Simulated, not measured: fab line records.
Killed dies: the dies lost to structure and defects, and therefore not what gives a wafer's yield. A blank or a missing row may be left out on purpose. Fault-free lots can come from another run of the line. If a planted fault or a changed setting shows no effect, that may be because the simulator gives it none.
fab line records	flow n5_finfet
record lots=11	wafers=32	last_day=17
route steps=1938 shown BEOL_M4@1100 BEOL_M5@1123 PASSIVATION@1936
lots that met no fault: taken from a fault-free run of the same line
start_h: hours from the record's opening day to when the first of the lot's shown wafers began	wait_h: hours elapsed since this lot's preceding step	" identical to the entry in the row above	L1.1+2: one row covering several wafers at once	- value missing, or start not given	* or withheld: withheld	< > ~ a bound
route shown NAME@n: a module of which the file shows steps, and the number in the route of the first	usual: the fault-free wafers' mean and standard deviation	same: alike in all rows	chamber/n: place in a boat	sites: each site's reading	_std_site: standard deviation across them	_edge_site: the outer-site mean with the inner-site mean subtracted	radius_mm: for every site, how far away it sits from the centre of the wafer	mask NAME#n: copy n	behind: the last tool/chamber to shape the wafer	hold: why the lot was held/for how many hours/how that ended	device: names the non-switching transistor (n, p or np)	end of line: tests of these same wafers at the route's end	for a step that has no rows: nothing shown but its recipe	killed: dies lost to structure and defects at the first sort, not the wafer's yield	map: per-die view of a wafer (x killed, . not killed, _ where there is no die)
set.NAME: the setting the step ran with; set.NAME@STEP: the setting that earlier step ran with	model.NAME: the simulator's own value behind a step, which no gauge read
a sample of lots followed through the steps of the route, with each step as a table and each wafer as a row
services: the hour from which a tool's chamber was out of use, counted from the record's first day as start_h (under 0 if before that day), plus the number of hours and why
## steps
# step N5_BEOL_M4_SPUTTER_96
# recipe material=Cu	target_thk_a=45	temp_c=-20	chamber_pressure_pa=0.07	power_w=withheld	time_s=8.29
# usual chuck_gas_flow_sccm=1.26/0.053	susceptor_temp_C=-20.00/0.1	throttle_valve_pct=30.3/1.2
lot.wafer	tool	chamber	start_h	wait_h	chuck_gas_flow_sccm	susceptor_temp_C	throttle_valve_pct
L162.2	pvd_sputter-01	-	162.05	0.1	1.36	-20.28	30.9
L162.3	"	-	"	"	1.26	-19.85	31.7
L162.5	"	-	"	"	1.25	-19.78	32.0
L163.3	pvd_sputter-01	-	165.73	0.1	1.36	-20.04	31.9
L163.4	"	-	"	"	1.31	-20.16	30.8
L163.6	"	-	"	"	1.21	-20.06	31.5
L165.1	pvd_sputter-03	-	182.51	0.1	1.21	-19.88	30.4
L165.3	"	-	"	"	1.15	-19.92	29.8
L165.4	"	-	"	"	1.29	-20.04	30.9
L164.3	pvd_sputter-01	-	185.57	0.1	1.29	-20.00	31.8
L164.4	"	-	"	"	1.23	-19.99	31.3
L164.6	"	-	"	"	1.22	-20.10	31.4
L169.1	pvd_sputter-01	-	205.57	0.1	1.29	-20.10	31.4
L169.2	"	-	"	"	1.31	-19.93	31.9
L168.1	pvd_sputter-03	-	207.55	0.1	1.24	-19.76	29.6
L168.2	"	-	"	"	1.30	-20.07	29.1
L168.4	"	-	"	"	1.22	-20.01	30.4
L174.2	pvd_sputter-01	-	236.89	0.1	1.25	-19.88	31.8
L174.3	"	-	"	"	1.22	-20.05	31.2
L174.5	"	-	"	"	1.19	-20.07	30.9
L175.2	pvd_sputter-01	-	256.21	0.1	1.19	-20.06	31.5
L175.3	"	-	"	"	1.22	-20.13	31.7
L175.4	"	-	"	"	1.29	-20.19	30.7
L181.1	pvd_sputter-02	-	286.09	0.1	1.33	-20.10	28.8
L181.2	"	-	"	"	1.36	-19.99	28.1
L181.3	"	-	"	"	1.26	-19.93	29.3
L180.1	pvd_sputter-03	-	286.32	0.1	1.33	-20.07	30.6
L180.2	"	-	"	"	1.26	-20.06	29.8
L180.3	"	-	"	"	1.18	-20.05	30.6
L183.1	pvd_sputter-02	-	290.39	0.1	1.25	-19.96	29.2
L183.2	"	-	"	"	1.36	-19.87	28.6
L183.3	"	-	"	"	1.31	-20.03	28.0
# step N5_BEOL_M4_INSPECT_59
# recipe inspect_instrument=darkfield	mode=post_dep
# usual raw_defect_count=66/22
lot.wafer	tool	chamber	start_h	wait_h	raw_defect_count
L162.2	defect_inspect-02	-	163.13	0.0	108
L162.3	"	-	"	"	65
L162.5	"	-	"	"	68
L163.3	defect_inspect-02	-	166.82	0.0	59
L163.4	"	-	"	"	65
L163.6	"	-	"	"	82
L165.1	defect_inspect-02	-	183.58	0.0	76
L165.3	"	-	"	"	40
L165.4	"	-	"	"	75
L164.3	defect_inspect-01	-	186.69	0.0	59
L164.4	"	-	"	"	42
L164.6	"	-	"	"	51
L169.1	defect_inspect-02	-	207.15	0.0	60
L169.2	"	-	"	"	48
L168.1	defect_inspect-01	-	208.63	0.0	61
L168.2	"	-	"	"	69
L168.4	"	-	"	"	65
L174.2	defect_inspect-02	-	237.99	0.0	45
L174.3	"	-	"	"	111
L174.5	"	-	"	"	69
L175.2	defect_inspect-01	-	257.29	0.0	73
L175.3	"	-	"	"	61
L175.4	"	-	"	"	89
L181.1	defect_inspect-01	-	287.39	0.0	59
L181.2	"	-	"	"	77
L181.3	"	-	"	"	84
L180.1	defect_inspect-02	-	287.68	0.0	74
L180.2	"	-	"	"	135
L180.3	"	-	"	"	56
L183.1	defect_inspect-01	-	291.46	0.0	120
L183.2	"	-	"	"	105
L183.3	"	-	"	"	76
# step N5_BEOL_M5_EXPOSE_08
# recipe mask_id=M5	na=0.33	source_shape=annular	sigma_inner=0.4	sigma_outer=0.8	polarization=unpolarized	target_cd_nm=28	dose_mj=35.75
# usual exposure_dose_mJ_cm2=35.73/0.049
lot.wafer	tool	chamber	start_h	wait_h	mask	exposure_dose_mJ_cm2
L162.2	euv_scanner-01	0	167.18	-	M5#0	35.69
L162.3	"	0	"	"	M5#0	35.69
L162.5	"	0	"	"	M5#0	35.71
L163.3	euv_scanner-01	0	169.39	-	M5#0	35.70
L163.4	"	0	"	"	M5#0	35.71
L163.6	"	0	"	"	M5#0	35.67
L165.1	euv_scanner-01	0	186.87	-	M5#0	35.69
L165.3	"	0	"	"	M5#0	35.72
L165.4	"	0	"	"	M5#0	35.66
L164.3	euv_scanner-01	0	188.79	-	M5#0	36.66
L164.4	"	0	"	"	M5#0	36.62
L164.6	"	0	"	"	M5#0	36.56
L169.1	euv_scanner-01	0	211.27	-	M5#0	36.29
L169.2	"	0	"	"	M5#0	36.31
L168.1	euv_scanner-01	0	211.61	-	M5#0	36.15
L168.2	"	0	"	"	M5#0	36.18
L168.4	"	0	"	"	M5#0	36.13
L174.2	euv_scanner-02	0	241.83	-	M5#0	35.79
L174.3	"	0	"	"	M5#0	35.82
L174.5	"	0	"	"	M5#0	35.80
L175.2	euv_scanner-02	0	261.44	-	M5#0	35.80
L175.3	"	0	"	"	M5#0	35.77
L175.4	"	0	"	"	M5#0	35.76
L181.1	euv_scanner-02	0	290.61	-	M5#0	35.75
L181.2	"	0	"	"	M5#0	35.75
L181.3	"	0	"	"	M5#0	35.82
L180.1	euv_scanner-02	0	290.83	-	M5#0	35.79
L180.2	"	0	"	"	M5#0	35.76
L180.3	"	0	"	"	M5#0	35.78
L183.1	euv_scanner-02	0	294.55	-	M5#0	35.77
L183.2	"	0	"	"	M5#0	35.78
L183.3	"	0	"	"	M5#0	35.79
# step N5_BEOL_M5_DESCUM_16
# recipe chemistry=O2	time_s=7	source_power_w=50	bias_power_w=20	pressure_mtorr=20	rf_frequency_hz=2.712e+07	temp_c=40	resist=CAR-EUV	o2_flow_sccm=225
# usual drypump_motor_current_A=5.7/0.42	oes_product_au=0.79/0.09	rf_fwd_power_W=49.38/0.21	rf_vpp_V=243.2/1.2	showerhead_plenum_p_Torr=2.09/0.057	throttle_valve_pct=20.54/0.28
lot.wafer	tool	chamber	start_h	wait_h	drypump_motor_current_A	oes_product_au	rf_fwd_power_W	rf_hours_counter_h	rf_vpp_V	showerhead_plenum_p_Torr	throttle_valve_pct
L162.2	rie_diel-04	3	167.46	0.1	5.4	0.93	49.57	25	244.9	2.15	20.33
L162.3	"	1	"	"	6.5	0.89	49.67	39	242.9	2.12	20.45
L162.5	"	0	"	"	5.4	0.79	49.32	-	241.6	2.02	20.43
L163.3	rie_diel-04	0	169.65	0.1	5.4	0.78	49.76	125	243.0	2.02	20.43
L163.4	"	1	"	"	6.5	0.89	49.24	-	242.4	2.12	20.45
L163.6	"	0	"	"	5.4	0.78	49.60	-	241.5	2.02	20.45
L165.1	rie_diel-02	0	187.63	0.5	6.1	0.69	49.44	255	242.4	2.14	20.75
L165.3	"	1	"	"	6.3	0.67	49.35	-	241.1	1.97	20.79
L165.4	"	0	"	"	6.1	0.68	49.46	-	242.7	2.14	20.74
L164.3	rie_diel-05	1	189.28	0.3	5.8	0.86	49.60	43	241.4	2.02	20.06
L164.4	"	0	"	"	5.0	0.79	49.20	128	243.9	2.08	20.72
L164.6	"	0	"	"	5.0	0.80	49.31	-	242.1	2.08	20.72
L169.1	rie_diel-04	1	211.52	0.0	6.4	0.86	49.34	54	243.7	2.12	20.48
L169.2	"	0	"	"	5.4	0.77	49.36	139	242.8	2.02	20.47
L168.1	rie_diel-05	2	211.86	0.0	5.9	0.79	49.05	111	242.9	2.11	20.51
L168.2	"	0	"	"	5.0	0.78	49.34	137	243.4	2.08	20.75
L168.4	"	3	"	"	5.8	0.73	49.52	180	244.8	2.15	20.66
L174.2	rie_diel-04	1	242.07	0.0	6.4	0.85	49.26	62	243.7	2.11	20.48
L174.3	"	3	"	"	5.4	0.87	49.52	50	243.6	2.14	20.37
L174.5	"	1	"	"	6.4	0.85	49.38	-	244.4	2.11	20.49
L175.2	rie_diel-05	3	261.69	0.0	5.8	0.72	49.45	196	244.1	2.15	20.71
L175.3	"	1	"	"	5.9	0.83	49.45	64	243.6	2.02	20.10
L175.4	"	2	"	"	5.9	0.77	49.30	126	245.0	2.11	20.54
L181.1	rie_diel-02	1	290.87	0.0	6.3	0.98	49.43	7	244.9	2.24	20.32
L181.2	"	2	"	"	6.0	0.72	48.99	181	244.8	2.08	20.83
L181.3	"	3	"	"	5.7	0.65	49.54	282	242.6	2.05	20.94
L180.1	rie_diel-05	1	291.08	0.0	5.8	0.81	49.56	74	241.1	2.01	20.12
L180.2	"	0	"	"	5.0	0.76	49.58	161	242.2	2.07	20.81
L180.3	"	2	"	"	5.9	0.76	49.38	136	243.0	2.10	20.56
L183.1	rie_diel-02	2	294.80	0.0	5.9	0.72	49.16	182	242.9	2.08	20.84
L183.2	"	1	"	"	6.3	0.95	49.25	8	245.6	2.24	20.32
L183.3	"	3	"	"	5.7	0.65	49.82	283	241.5	2.05	20.89
# step N5_PASSIVATION_PROBE_49
# usual defect_limited_yield=91.2/1.4	killed_at_M0_to_M3=32/10	killed_at_M4_up=14/6.2	killed_at_contacts=12/6.3	killed_at_front_end=42/13	killed_at_other=4/3.4	killed_dies=104/17	killed_on_rim=14/3.8	killed_open=67/12	killed_short=34/8.1	sort_bin_4_leakage=0.02/0.13	sort_bin_5_function=5.2/0.93	sort_bin_6_memory=3.2/0.65	sort_n_pass=1075/16	sort_yield_pct=91.1/1.4
# same gross_dies=1180	killed_at_back_side=0	sort_bin_8_speed[%]=0
lot.wafer	tool	chamber	start_h	wait_h	defect_limited_yield[%]	killed_at_M0_to_M3	killed_at_M4_up	killed_at_contacts	killed_at_front_end	killed_at_other	killed_dies	killed_on_rim	killed_open	killed_short	sort_bin_4_leakage[%]	sort_bin_5_function[%]	sort_bin_6_memory[%]	sort_n_pass	sort_yield_pct[%]
L162.2	prober-01	-	264.61	0.2	91.1	33	17	12	42	1	105	15	69	30	0	5.4	2.7	1075	91.1
L162.3	prober-01	-	264.66	0.2	90.1	44	11	18	43	1	117	11	83	29	0	6.4	3.0	1063	90.1
L162.5	prober-01	-	264.76	0.3	91.7	41	14	12	28	3	98	15	67	29	0	4.7	3.4	1082	91.7
L163.3	prober-01	-	266.53	0.1	88.6	45	20	20	45	5	135	15	88	44	0	6.2	4.7	1045	88.6
L163.4	prober-01	-	266.58	0.2	92.7	22	21	12	31	0	86	15	54	31	0	4.3	2.7	1094	92.7
L163.6	prober-01	-	266.68	0.3	89.7	35	21	20	40	6	122	19	82	40	0	5.9	4.0	1058	89.7
L164.3	prober-01	-	288.44	0.2	91.2	20	13	9	56	6	104	9	69	26	0	4.7	3.2	1076	91.2
L164.4	prober-01	-	288.49	0.2	92.3	20	7	12	49	3	91	10	57	34	0	3.6	3.7	1089	92.3
L164.6	prober-01	-	288.59	0.3	93.2	21	10	13	35	1	80	10	58	22	0	4.2	2.3	1100	93.2
L165.1	prober-02	-	288.64	0.2	93.8	23	12	7	27	4	73	14	48	24	0.08	3.1	3.0	1106	93.7
L165.3	prober-02	-	288.74	0.3	91.5	27	11	6	55	1	100	16	58	42	0	6.0	2.1	1080	91.5
L165.4	prober-02	-	288.79	0.3	92.6	40	8	6	28	5	87	10	57	28	0	4.7	2.4	1093	92.6
L169.1	prober-01	-	305.93	0.0	92.0	30	12	15	35	2	94	13	68	23	0	4.5	3.2	1086	92.0
L169.2	prober-01	-	305.98	0.1	93.2	28	9	6	35	2	80	11	45	34	0	3.6	2.5	1100	93.2
L168.1	prober-02	-	313.08	0.0	91.4	29	11	13	47	1	101	14	69	27	0	4.8	3.1	1079	91.4
L168.2	prober-02	-	313.13	0.1	91.1	30	7	4	61	3	105	18	71	29	0	5.6	2.8	1075	91.1
L168.4	prober-02	-	313.23	0.2	89.4	44	12	9	57	3	125	17	82	35	0	5.8	3.8	1055	89.4
L174.2	prober-01	-	349.50	0.1	90.3	29	11	10	58	6	114	12	70	42	0	6.0	3.1	1066	90.3
L174.3	prober-01	-	349.55	0.1	87.7	31	17	12	75	10	145	14	88	44	0	6.7	4.6	1035	87.7
L174.5	prober-01	-	349.65	0.2	88.6	43	14	17	57	3	134	16	80	49	0	6.1	4.8	1046	88.6
L175.2	prober-02	-	354.94	0.1	89.5	19	6	26	72	1	124	14	87	37	0	6.7	3.4	1056	89.5
L175.3	prober-02	-	354.99	0.1	86.8	35	16	5	96	4	156	25	86	65	0	8.2	4.4	1024	86.8
L175.4	prober-02	-	355.04	0.2	91.5	26	11	16	46	1	100	11	61	38	0	4.6	3.5	1080	91.5
L181.1	prober-01	-	388.66	0.0	92.5	29	10	8	36	6	89	7	58	29	0	4.2	3.2	1091	92.5
L181.2	prober-01	-	388.71	0.1	91.9	34	18	16	23	4	95	12	64	30	0	4.8	3.1	1085	91.9
L181.3	prober-01	-	388.76	0.1	91.5	42	18	6	32	2	100	10	69	25	0.68	5.0	3.0	1072	90.8
L180.1	prober-01	-	393.68	0.0	90.2	32	14	16	53	1	116	14	72	39	0	5.2	3.9	1064	90.2
L180.2	prober-01	-	393.73	0.1	90.7	41	7	9	50	3	110	11	73	36	0	4.8	4.3	1070	90.7
L180.3	prober-01	-	393.78	0.1	91.1	40	11	10	39	5	105	12	74	28	0	6.1	2.4	1075	91.1
L183.1	prober-02	-	400.41	0.0	88.8	51	14	1	56	10	132	18	92	38	0	6.5	4.1	1048	88.8
L183.2	prober-02	-	400.46	0.1	92.2	33	26	11	21	1	92	14	67	24	0	5.3	2.1	1088	92.2
L183.3	prober-02	-	400.51	0.1	91.3	36	25	8	34	0	103	15	78	25	0	5.0	3.6	1077	91.3
# killed by level:class
L162.2 MOL_CONTACT_COAG:geometric_particle:open=10 BEOL_M4:geometric_particle:open=9 FIN_SAQP:geometric_particle:open=7 BEOL_M0_SAQP:geometric_particle:open=7 STI_FIN_REVEAL:geometric_particle:open=6 HKMG_FIN:area_etch=6 FIN_SAQP:geometric_particle:short=5 BEOL_M1:geometric_particle:open=5
L162.3 MOL_CONTACT_COAG:geometric_particle:open=17 BEOL_M0_SAQP:geometric_particle:open=11 BEOL_M0_SAQP:geometric_particle:short=10 STI_FIN_REVEAL:geometric_particle:open=9 BEOL_M3:geometric_particle:open=9 DUMMY_GATE:geometric_particle:open=7 FIN_SAQP:geometric_particle:short=5 BEOL_M1:geometric_particle:open=5
L162.5 BEOL_M0_SAQP:geometric_particle:open=13 MOL_CONTACT_COAG:geometric_particle:open=9 BEOL_M1:geometric_particle:open=8 BEOL_M0_SAQP:geometric_particle:short=7 BEOL_M3:geometric_particle:open=7 BEOL_M4:geometric_particle:open=6 STI_FIN_REVEAL:geometric_particle:open=5 STARTING-WAFER:geometric_particle:short=5
L163.3 MOL_CONTACT_COAG:geometric_particle:open=16 STI_FIN_REVEAL:geometric_particle:open=16 BEOL_M0_SAQP:geometric_particle:short=10 BEOL_M0_SAQP:geometric_particle:open=8 BEOL_M2:geometric_particle:open=8 BEOL_M4:geometric_particle:open=7 FIN_SAQP:geometric_particle:short=6 STI_FIN_REVEAL:geometric_particle:short=6
L163.4 MOL_CONTACT_COAG:geometric_particle:open=11 FIN_SAQP:geometric_particle:short=9 BEOL_M1:geometric_particle:open=7 BEOL_M4:geometric_particle:open=7 FIN_SAQP:geometric_particle:open=6 STI_FIN_REVEAL:geometric_particle:open=4 BEOL_M0_SAQP:geometric_particle:short=4 BEOL_M6:geometric_particle:open=4
L163.6 STI_FIN_REVEAL:geometric_particle:open=16 MOL_CONTACT_COAG:geometric_particle:open=14 BEOL_M4:geometric_particle:open=14 BEOL_M0_SAQP:geometric_particle:open=11 BEOL_M0_SAQP:geometric_particle:short=9 BEOL_M1:geometric_particle:open=7 MOL_CONTACT_COAG:geometric_particle:short=6 GATE_CUT:geometric_particle:short=4
L164.3 FIN_SAQP:geometric_particle:open=11 STI_FIN_REVEAL:geometric_particle:open=10 DUMMY_GATE:geometric_particle:open=8 MOL_CONTACT_COAG:geometric_particle:open=8 BEOL_M4:geometric_particle:open=7 HKMG_FIN:area_etch=7 FIN_SAQP:geometric_particle:short=5 BEOL_M3:geometric_particle:open=5
L164.4 STI_FIN_REVEAL:geometric_particle:open=10 MOL_CONTACT_COAG:geometric_particle:open=9 FIN_SAQP:geometric_particle:open=8 FIN_SAQP:geometric_particle:short=7 BEOL_M0:geometric_particle:open=7 STI_FIN_REVEAL:geometric_particle:short=5 GATE_CUT:geometric_particle:short=4 DUMMY_GATE:geometric_particle:open=3
L164.6 FIN_SAQP:geometric_particle:open=13 MOL_CONTACT_COAG:geometric_particle:open=12 STI_FIN_REVEAL:geometric_particle:open=5 BEOL_M3:geometric_particle:open=5 BEOL_M1:geometric_particle:open=4 BEOL_M2:geometric_particle:open=4 FIN_SAQP:geometric_particle:short=3 GATE_CUT:geometric_particle:short=3
L165.1 STI_FIN_REVEAL:geometric_particle:open=7 MOL_CONTACT_COAG:geometric_particle:open=6 BEOL_M3:geometric_particle:open=6 BEOL_M0_SAQP:geometric_particle:short=5 BEOL_M2:geometric_particle:open=5 BEOL_M0_SAQP:geometric_particle:open=4 BEOL_M4:geometric_particle:open=4 FIN_SAQP:geometric_particle:short=3
L165.3 FIN_SAQP:geometric_particle:short=18 GATE_CUT:geometric_particle:short=9 FIN_SAQP:geometric_particle:open=7 MOL_CONTACT_COAG:geometric_particle:open=6 BEOL_M0_SAQP:geometric_particle:short=6 BEOL_M1:geometric_particle:open=6 ILD0:geometric_particle:open=5 BEOL_M0_SAQP:geometric_particle:open=5
L165.4 BEOL_M2:geometric_particle:open=17 BEOL_M0_SAQP:geometric_particle:short=6 BEOL_M1:geometric_particle:open=6 FIN_SAQP:geometric_particle:short=5 GATE_CUT:geometric_particle:short=5 MOL_CONTACT_COAG:geometric_particle:open=5 FIN_SAQP:geometric_particle:open=4 BEOL_M0_SAQP:geometric_particle:open=3
L169.1 FIN_SAQP:geometric_particle:open=16 MOL_CONTACT_COAG:geometric_particle:open=14 BEOL_M2:geometric_particle:open=11 FIN_SAQP:geometric_particle:short=8 BEOL_M3:geometric_particle:open=7 BEOL_M7:geometric_particle:open=4 GATE_CUT:geometric_particle:open=3 BEOL_M0_SAQP:geometric_particle:short=3
L169.2 BEOL_M0_SAQP:geometric_particle:short=10 GATE_CUT:geometric_particle:open=7 FIN_SAQP:geometric_particle:short=6 STI_FIN_REVEAL:geometric_particle:open=6 BEOL_M2:geometric_particle:open=6 GATE_CUT:geometric_particle:short=4 BEOL_M0_SAQP:geometric_particle:open=4 FIN_SAQP:geometric_particle:open=3
L168.1 FIN_SAQP:geometric_particle:open=13 BEOL_M2:geometric_particle:open=10 BEOL_M1:geometric_particle:open=9 MOL_CONTACT_COAG:geometric_particle:open=9 FIN_SAQP:geometric_particle:short=6 GATE_CUT:geometric_particle:short=6 STARTING-WAFER:geometric_particle:open=5 HKMG_FIN:area_etch=5
L168.2 STI_FIN_REVEAL:geometric_particle:open=12 FIN_SAQP:geometric_particle:open=11 GATE_CUT:geometric_particle:short=9 BEOL_M1:geometric_particle:open=6 STARTING-WAFER:geometric_particle:open=6 BEOL_M3:geometric_particle:open=5 BEOL_M0_SAQP:geometric_particle:open=5 BEOL_M0_SAQP:geometric_particle:short=5
L168.4 BEOL_M3:geometric_particle:open=16 FIN_SAQP:geometric_particle:open=11 STI_FIN_REVEAL:geometric_particle:open=10 BEOL_M0_SAQP:geometric_particle:open=7 HKMG_FIN:area_etch=7 DUMMY_GATE:geometric_particle:open=6 GATE_CUT:geometric_particle:short=6 MOL_CONTACT_COAG:geometric_particle:open=6
L174.2 FIN_SAQP:geometric_particle:open=23 FIN_SAQP:geometric_particle:short=11 MOL_CONTACT_COAG:geometric_particle:open=7 BEOL_M0_SAQP:geometric_particle:short=7 BEOL_M0_SAQP:geometric_particle:open=6 STI_FIN_REVEAL:geometric_particle:open=6 BEOL_M1:geometric_particle:open=5 ILD0:geometric_particle:open=4
L174.3 STI_FIN_REVEAL:geometric_particle:open=17 FIN_SAQP:geometric_particle:short=16 MOL_CONTACT_COAG:geometric_particle:open=11 FIN_SAQP:geometric_particle:open=9 BEOL_M3:geometric_particle:open=9 HKMG_FIN:area_etch=8 GATE_CUT:geometric_particle:short=6 BEOL_M0:geometric_particle:open=6
L174.5 STI_FIN_REVEAL:geometric_particle:open=11 FIN_SAQP:geometric_particle:open=10 MOL_CONTACT_COAG:geometric_particle:open=10 BEOL_M0_SAQP:geometric_particle:short=9 BEOL_M0_SAQP:geometric_particle:open=9 BEOL_M1:geometric_particle:open=9 BEOL_M4:geometric_particle:open=9 STI_FIN_REVEAL:geometric_particle:short=7
L175.2 STI_FIN_REVEAL:geometric_particle:open=24 MOL_CONTACT_COAG:geometric_particle:open=23 FIN_SAQP:geometric_particle:short=15 FIN_SAQP:geometric_particle:open=13 BEOL_M2:geometric_particle:open=6 ILD0:geometric_particle:open=5 GATE_CUT:geometric_particle:open=5 BEOL_M2:geometric_particle:short=4
L175.3 FIN_SAQP:geometric_particle:short=30 FIN_SAQP:geometric_particle:open=23 STI_FIN_REVEAL:geometric_particle:open=21 BEOL_M2:geometric_particle:open=8 BEOL_M0_SAQP:geometric_particle:open=7 BEOL_M2:geometric_particle:short=5 GATE_CUT:geometric_particle:short=4 STI_FIN_REVEAL:geometric_particle:short=4
L175.4 FIN_SAQP:geometric_particle:short=12 STI_FIN_REVEAL:geometric_particle:open=11 FIN_SAQP:geometric_particle:open=10 MOL_CONTACT_COAG:geometric_particle:open=10 BEOL_M2:geometric_particle:open=7 MOL_CONTACT_COAG:geometric_particle:short=6 BEOL_M0_SAQP:geometric_particle:short=6 BEOL_M4:geometric_particle:open=6
L181.1 FIN_SAQP:geometric_particle:short=8 BEOL_M1:geometric_particle:open=8 FIN_SAQP:geometric_particle:open=7 BEOL_M2:geometric_particle:open=6 MOL_CONTACT_COAG:geometric_particle:open=5 BEOL_M4:geometric_particle:open=5 STARTING-WAFER:geometric_particle:open=5 ILD0:geometric_particle:open=4
L181.2 BEOL_M0_SAQP:geometric_particle:open=10 MOL_CONTACT_COAG:geometric_particle:open=9 FIN_SAQP:geometric_particle:open=7 MOL_CONTACT_COAG:geometric_particle:short=7 GATE_CUT:geometric_particle:short=6 BEOL_M0_SAQP:geometric_particle:short=6 BEOL_M1:geometric_particle:open=6 BEOL_M2:geometric_particle:open=6
L181.3 BEOL_M0_SAQP:geometric_particle:open=11 BEOL_M1:geometric_particle:open=10 BEOL_M4:geometric_particle:open=8 BEOL_M2:geometric_particle:open=7 DUMMY_GATE:geometric_particle:open=5 GATE_CUT:geometric_particle:short=5 MOL_CONTACT_COAG:geometric_particle:open=5 BEOL_M0_SAQP:geometric_particle:short=4
L180.1 MOL_CONTACT_COAG:geometric_particle:open=14 FIN_SAQP:geometric_particle:open=13 FIN_SAQP:geometric_particle:short=11 BEOL_M1:geometric_particle:open=10 BEOL_M0_SAQP:geometric_particle:open=8 BEOL_M0_SAQP:geometric_particle:short=6 BEOL_M4:geometric_particle:open=5 DUMMY_GATE:geometric_particle:open=4
L180.2 FIN_SAQP:geometric_particle:open=17 FIN_SAQP:geometric_particle:short=12 BEOL_M1:geometric_particle:open=9 MOL_CONTACT_COAG:geometric_particle:open=8 BEOL_M3:geometric_particle:open=7 BEOL_M0_SAQP:geometric_particle:short=7 BEOL_M0_SAQP:geometric_particle:open=6 STI_FIN_REVEAL:geometric_particle:open=5
L180.3 BEOL_M1:geometric_particle:open=17 FIN_SAQP:geometric_particle:short=12 MOL_CONTACT_COAG:geometric_particle:open=8 BEOL_M0_SAQP:geometric_particle:open=7 BEOL_M2:geometric_particle:open=6 BEOL_M4:geometric_particle:open=6 FIN_SAQP:geometric_particle:open=5 DUMMY_GATE:geometric_particle:open=5
L183.1 STI_FIN_REVEAL:geometric_particle:open=22 BEOL_M0_SAQP:geometric_particle:open=15 BEOL_M0_SAQP:geometric_particle:short=14 FIN_SAQP:geometric_particle:open=10 BEOL_M4:geometric_particle:open=10 STI_FIN_REVEAL:geometric_particle:short=7 BEOL_M3:geometric_particle:open=7 FIN_SAQP:geometric_particle:short=4
L183.2 BEOL_M4:geometric_particle:open=13 MOL_CONTACT_COAG:geometric_particle:open=9 BEOL_M0_SAQP:geometric_particle:short=6 BEOL_M1:geometric_particle:open=6 BEOL_M2:geometric_particle:open=6 FIN_SAQP:geometric_particle:open=5 BEOL_M0_SAQP:geometric_particle:open=5 BEOL_M5:geometric_particle:open=4
L183.3 BEOL_M4:geometric_particle:open=16 STI_FIN_REVEAL:geometric_particle:open=11 FIN_SAQP:geometric_particle:open=8 MOL_CONTACT_COAG:geometric_particle:open=8 FIN_SAQP:geometric_particle:short=7 BEOL_M2:geometric_particle:open=6 BEOL_M0_SAQP:geometric_particle:open=6 BEOL_M3:geometric_particle:open=6
## services
tool	chamber	start_h	hours	kind
euv_scanner-01	-	142.05	1.0	pm
rie_diel-04	2	157.48	-	clean
rie_diel-04	2	157.48	-	consumable_replace:focus_ring
rie_diel-04	2	157.48	18.5	scheduled_down
rie_diel-04	2	157.48	18.5	vent_cycle
euv_scanner-02	-	184.59	1.0	pm
euv_scanner-01	-	185.66	1.2	repair
rie_diel-05	1	190.32	5.2	repair
euv_scanner-02	0	191.09	-	calibration
euv_scanner-01	-	197.07	1.0	pm
euv_scanner-01	0	233.09	-	calibration
rie_diel-05	2	233.75	3.4	repair
euv_scanner-01	-	234.10	0.9	repair
euv_scanner-01	-	240.38	4.6	pm
euv_scanner-02	-	245.00	1.0	pm
euv_scanner-01	-	253.22	1.0	pm
rie_diel-02	1	255.03	-	clean
rie_diel-02	1	255.03	-	consumable_replace:focus_ring
rie_diel-02	1	255.03	-	consumable_replace:showerhead
rie_diel-02	1	255.03	15.8	scheduled_down
rie_diel-02	1	255.03	15.8	vent_cycle
rie_diel-02	-	256.05	0.7	repair
rie_diel-02	0	260.26	18.6	repair
euv_scanner-02	-	262.99	2.0	repair
## key
first_sign step=N5_BEOL_M5_EXPOSE_08	reading=exposure_dose_mJ_cm2	direction=up	sigmas=13	usual=35.73	struck=36.36
effect none on later readings
met_at N5_BEOL_M5_EXPOSE_08
struck_lots L164,L168,L169
loop_trim step=N5_BEOL_M5_EXPOSE_08	setting=dose	lots=L168,L169
not_acting_at N5_BEOL_M4_SPUTTER_96,N5_BEOL_M4_INSPECT_59,N5_BEOL_M5_DESCUM_16
onset_between 186.87 188.79
fault kind=process_parameter_drift	tool=euv_scanner-01	chamber=-	onset_h=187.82	steps=N5_BEOL_M5_EXPOSE_08	channel=dose_mj	offset=0.93093	shape=step	acts_in=these_recipes_only	stated=35.75
# loop_trim: a control loop set the setting to another value than it would have without faults
